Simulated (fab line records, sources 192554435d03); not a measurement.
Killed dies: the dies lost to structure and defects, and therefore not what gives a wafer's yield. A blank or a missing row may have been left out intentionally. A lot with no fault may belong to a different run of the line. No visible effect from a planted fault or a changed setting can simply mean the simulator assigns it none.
Chamber matching -- flow n5 finfet -- 4 sister chambers for N5_SPACER0_ALD_07 on ald sin-02
The step deposits SiNx, target thk 2 nm. 24 wafers are shown with their chamber, then 12 later ones without.

## WAFERS WITH THEIR CHAMBER
wafer,chamber,heater power w (W)
L076.1,2,746
L076.2,3,961
L076.3,1,749
L076.4,0,853
L076.5,0,852
L076.6,3,979
L078.3,2,752
L078.4,1,728
L078.6,2,750
L079.1,3,979
L079.2,1,717
L079.3,2,721
L079.4,0,875
L079.5,0,831
L079.6,1,723
L081.1,3,972
L081.4,2,750
L081.6,0,834
L083.2,3,987
L083.5,3,971
L083.6,0,876
L087.3,3,983
L087.4,0,841
L087.6,3,979

SIGNATURES, as means of the wafers listed above
reading,chamber 0,chamber 1,chamber 2,chamber 3,scatter within a chamber
heater power w,851.71,729.25,743.80,976.38,13.6
Rule: a wafer's distance from a chamber is the root of the sum, over the readings, of the square of ((its reading less the chamber's mean) divided by the reading's scatter). The wafer belongs to the nearest chamber; if the next one is less than 2 further off, it can't be placed. The scatter: take each reading less its chamber's mean, square it, sum over the shown wafers, divide by the number of wafers less the number of chambers, and take the root.

## WAFERS WITHOUT THEIR CHAMBER
wafer,heater power w (W)
L089.1,745
L089.2,734
L089.3,976
L089.4,847
L089.5,966
L089.6,755
L091.1,713
L091.2,729
L091.3,840
L091.4,965
L091.5,961
L091.6,733

## CHAMBER TAKEN BY EACH
wafer,from the rows above,in truth
L089.1,can't be placed: 2 or 1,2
L089.2,can't be placed: 1 or 2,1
L089.3,3,3
L089.4,0,0
L089.5,3,3
L089.6,can't be placed: 2 or 1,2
L091.1,can't be placed: 1 or 2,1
L091.2,can't be placed: 1 or 2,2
L091.3,0,0
L091.4,3,3
L091.5,3,3
L091.6,can't be placed: 1 or 2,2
Placed correctly: 6 of 12. Can't be placed from these rows: 6 (the true chamber is among the candidates in 6). Wrongly placed: 0.
